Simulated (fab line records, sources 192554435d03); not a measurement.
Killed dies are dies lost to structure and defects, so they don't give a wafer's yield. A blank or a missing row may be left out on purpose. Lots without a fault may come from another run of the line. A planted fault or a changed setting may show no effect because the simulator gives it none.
fab line records | flow n5_finfet
record lots=7 wafers=39
route steps=1938 shown FIN_CUT@176 DUMMY_GATE@228 HKMG_FIN@456 GATE_CUT@469 BEOL_M4@1111
start_h: hours from the record's first day to the start of the lot's first wafer shown | wait_h: hours since the lot's step before | " the same as in the row above | L1.1+2: a row that stands for several wafers | - no value, or no start given | * or withheld: withheld | < > ~ a bound
route shown NAME@n: a module of which the file shows steps, and the number in the route of the first | usual: mean/standard deviation of fault-free wafers | same: alike in all rows | chamber/n: place in a boat | sites: the reading at each site | _std_site: their standard deviation | _edge_site: outer sites' mean less inner sites' | radius_mm: how far each site lies from the wafer's centre | mask NAME#n: copy n | behind: the tool/chamber that last shaped the wafer | hold: why the lot was held/for how many hours/how that ended | device: the transistor (n, p or np) that didn't switch | end of line: the same wafers' tests at the end of the route | a step without rows: its recipe alone | killed: dies lost to structure and defects at the first sort, not the wafer's yield | map: a wafer's dies, x killed, . not, _ none there
set.NAME: the setting as run; set.NAME@STEP: as run at that earlier step | model.NAME: the simulator's own value behind a step, which no gauge read
lots whose settings were changed on purpose; a table a step, a row a wafer
## steps
# step N5_FIN_CUT_CUT_ETCH_15
# recipe chemistry=HBr/Cl2/O2 target=Si target_depth_a=1000 bt_time_s=10 mask_material=SOC time_s=42.4 ion_energy_ev=* bias_w=* pressure_mtorr=10 icp_w=800 HBr_flow_sccm=150 Cl2_flow_sccm=80 O2_flow_sccm=12
# step N5_DUMMY_GATE_EXPOSE_12
# recipe mask_id=GATE na=0.33 source_shape=annular sigma_inner=0.2 sigma_outer=0.6 polarization=unpolarized target_cd_nm=25 dose_mj=34
# step N5_DUMMY_GATE_ETCH_37
# recipe chemistry=N2/H2 target=SOC target_depth_a=600 overetch_a=300 temp_c=40 ion_energy_ev=200 pressure_mtorr=30 source_w=840 bias_w=150 n2_flow_sccm=200 h2_flow_sccm=200
# step N5_DUMMY_GATE_ETCH_31
# recipe chemistry=C4F6/O2 target=SiO2 mask_material=SOC target_depth_a=825 time_s=27.5 ion_energy_ev=250 pressure_mtorr=30 source_w=345 bias_w=185 Ar_flow_sccm=300 C4F6_flow_sccm=10 O2_flow_sccm=10
# step N5_DUMMY_GATE_ETCH_32
# recipe chemistry=CF4 target=SiO2 target_depth_a=35 time_s=3.9 ion_energy_ev=350 pressure_mtorr=10 icp_w=800 bias_w=400 cf4_flow_sccm=80
# step N5_DUMMY_GATE_ETCH_42
# recipe chemistry=CHF3/O2 target=SiO2 target_depth_a=35 time_s=31 ion_energy_ev=30 bias_w=12 pressure_mtorr=30 source_w=600 Ar_flow_sccm=200 CHF3_flow_sccm=50 O2_flow_sccm=5
# step N5_HKMG_FIN_ALD_21
# recipe material=TiN target_thk_a=15 temp_c=400 ald_precursor_family=TiCl4 ald_co_reactant=NH3 pulse_time_s=1 purge_time_s=3 co_reactant_purge_time_s=2 co_reactant_pulse_time_s=2 ald_cycles=68 pressure_torr=3
# step N5_GATE_CUT_ETCH_58
# recipe chemistry=CH3F/O2 target=SiNx target_depth_a=170 time_s=128.6 ion_energy_ev=50 pressure_mtorr=30 source_w=415 bias_w=21 Ar_flow_sccm=150 CH3F_flow_sccm=30 O2_flow_sccm=20
# step N5_BEOL_M4_RC_MEAS_101
# usual DIBL_N=36.3/1 DIBL_P=36.2/1.4 IOFF_P=0.206/0.025 IOFF_P_85C=3.6/0.37
# columns lot.wafer tool chamber start_h wait_h set.time_s@FIN_CUT_CUT_ETCH_15 set.dose_mj@DUMMY_GATE_EXPOSE_12 set.source_w@DUMMY_GATE_ETCH_37 set.target_depth_a@DUMMY_GATE_ETCH_31 set.time_s@DUMMY_GATE_ETCH_32 set.bias_w@DUMMY_GATE_ETCH_42 set.ald_cycles@HKMG_FIN_ALD_21 set.bias_w@GATE_CUT_ETCH_58 DIBL_N[mV/V] DIBL_P[mV/V] IOFF_P[nA/um] IOFF_P_85C[nA/um]
L077.1 prober-02 0 173.09 0.0 42.4 34 970.8 825 3.9 12 76 19.84 37.7 37.2 0.223 3.8
L077.2 " 0 " " 42.4 34 970.8 825 3.9 12 68 19.84 36.1 36.1 0.200 3.5
L077.3 " 0 " " 42.4 36.5 840 825 3.9 12 76 21 38.9 39.1 0.251 4.2
L077.4 " 0 " " 49.17 36.5 970.8 825 3.9 12 76 21 41.1 41.6 0.310 5.1
L077.5 " 0 " " 49.17 34 840 825 3.9 12 68 21 36.6 36.5 0.208 3.6
L077.6 " 0 " " 49.17 36.5 840 825 3.9 12 68 19.84 37.2 37.0 0.228 3.9
L075.1 prober-01 0 173.24 0.0 51.59 32.26 840 825 3.298 12 77 18.92 34.0 32.9 0.161 2.9
L075.2 " 0 " " 42.4 32.26 789.2 905.6 3.9 12 68 21 33.4 31.8 0.146 2.7
L075.3 " 0 " " 42.4 34 840 825 3.9 12 77 21 35.3 34.4 0.177 3.2
L075.4 " 0 " " 51.59 34 840 905.6 3.9 12 68 18.92 37.5 37.4 0.219 3.8
L075.5 " 0 " " 51.59 34 789.2 905.6 3.298 12 77 18.92 34.6 33.8 0.171 3.1
L075.6 " 0 " " 42.4 32.26 789.2 825 3.298 12 68 21 32.1 31.1 0.140 2.6
L076.1 prober-02 0 178.01 0.0 42.4 34 840 825 3.9 10.69 68 21 35.8 36.6 0.210 3.7
L076.2 " 0 " " 42.4 34 840 825 3.9 12 68 24.56 36.3 36.9 0.209 3.7
L076.3 " 0 " " 42.4 34 986.7 762.2 3.9 10.69 68 24.56 37.4 38.8 0.234 4.1
L076.4 " 0 " " 42.4 34 840 762.2 3.9 12 68 21 35.4 36.0 0.192 3.4
L076.5 " 0 " " 42.4 34 986.7 825 3.9 12 68 21 38.0 39.5 0.243 4.2
L076.6 " 0 " " 42.4 34 986.7 762.2 3.9 10.69 68 24.56 39.0 39.6 0.246 4.2
L082.1 prober-02 0 206.44 0.0 42.4 34 992.4 720.6 4.585 12 58 24.12 37.4 37.1 0.204 3.6
L082.2 " 0 " " 42.4 34.7 840 825 3.9 12 58 24.12 36.3 35.5 0.177 3.2
L082.3 " 0 " " 42.4 34 840 825 4.585 12 68 24.12 37.1 36.6 0.194 3.4
L082.4 " 0 " " 42.4 34.7 992.4 720.6 3.9 12 68 21 38.8 38.3 0.213 3.8
L082.5 " 0 " " 42.4 34 992.4 825 3.9 12 68 21 38.9 38.1 0.222 3.9
L082.6 " 0 " " 42.4 34.7 840 720.6 4.585 12 58 21 37.3 37.1 0.199 3.5
L083.1 prober-02 0 211.26 0.0 42.4 34 840 825 3.9 10.83 62 21 35.4 35.4 0.180 3.1
L083.2 " 0 " " 47.48 32.8 840 825 3.268 12 68 21 34.3 34.2 0.170 3.0
L083.3 " 0 " " 42.4 32.8 752.7 878.8 3.268 10.83 62 21 34.4 34.1 0.170 3.0
L083.4 " 0 " " 47.48 34 752.7 878.8 3.9 12 68 21 35.6 34.8 0.177 3.1
L083.5 " 0 " " 42.4 32.8 840 878.8 3.9 12 62 21 33.6 33.1 0.156 2.8
L083.6 " 0 " " 47.48 34 752.7 825 3.268 10.83 68 21 35.2 34.9 0.167 2.9
L087.2 prober-01 0 247.33 0.2 42.4 34 840 825 3.9 12 68 21 35.0 34.8 0.197 3.5
L087.3 " 0 " " 42.4 34 840 825 3.9 12 68 21 36.0 35.7 0.204 3.6
L087.4 " 0 " " 42.4 34 840 825 3.9 12 68 21 37.6 37.8 0.232 4.0
L089.1 prober-02 0 263.38 0.0 51.12 31.77 840 825 3.9 10.75 68 21 32.5 31.3 0.166 3.0
L089.2 " 0 " " 42.4 31.77 914.2 788.8 3.9 10.75 68 21 32.1 30.8 0.166 3.1
L089.3 " 0 " " 42.4 34 840 825 3.9 10.75 68 21 37.0 35.2 0.224 3.9
L089.4 " 0 " " 42.4 31.77 914.2 788.8 3.9 12 68 21 32.3 31.3 0.168 3.1
L089.5 " 0 " " 51.12 34 914.2 825 3.9 12 68 21 37.8 36.7 0.248 4.2
L089.6 " 0 " " 51.12 34 840 788.8 3.9 12 68 21 36.2 35.0 0.216 3.8
## key
split step=N5_FIN_CUT_CUT_ETCH_15 setting=time_s stated_as=42.4
response none clear
split step=N5_DUMMY_GATE_EXPOSE_12 setting=dose_mj stated_as=34
response step=N5_BEOL_M4_RC_MEAS_101 reading=IOFF_P slope=+0.00747 per=1% together_with=all explained=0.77
response step=N5_BEOL_M4_RC_MEAS_101 reading=DIBL_P slope=+0.503 per=1% together_with=all explained=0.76
response step=N5_BEOL_M4_RC_MEAS_101 reading=IOFF_P_85C slope=+0.107 per=1% together_with=all explained=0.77
response step=N5_BEOL_M4_RC_MEAS_101 reading=DIBL_N slope=+0.466 per=1% together_with=all explained=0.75
split step=N5_DUMMY_GATE_ETCH_37 setting=source_w stated_as=840
response step=N5_BEOL_M4_RC_MEAS_101 reading=IOFF_P_85C slope=+0.0295 per=1% together_with=all explained=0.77
response step=N5_BEOL_M4_RC_MEAS_101 reading=IOFF_P slope=+0.00201 per=1% together_with=all explained=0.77
split step=N5_DUMMY_GATE_ETCH_31 setting=target_depth_a stated_as=825
response none clear
split step=N5_DUMMY_GATE_ETCH_32 setting=time_s stated_as=3.9
response none clear
split step=N5_DUMMY_GATE_ETCH_42 setting=bias_w stated_as=12
response none clear
split step=N5_HKMG_FIN_ALD_21 setting=ald_cycles stated_as=68
response none clear
split step=N5_GATE_CUT_ETCH_58 setting=bias_w stated_as=21
response none clear
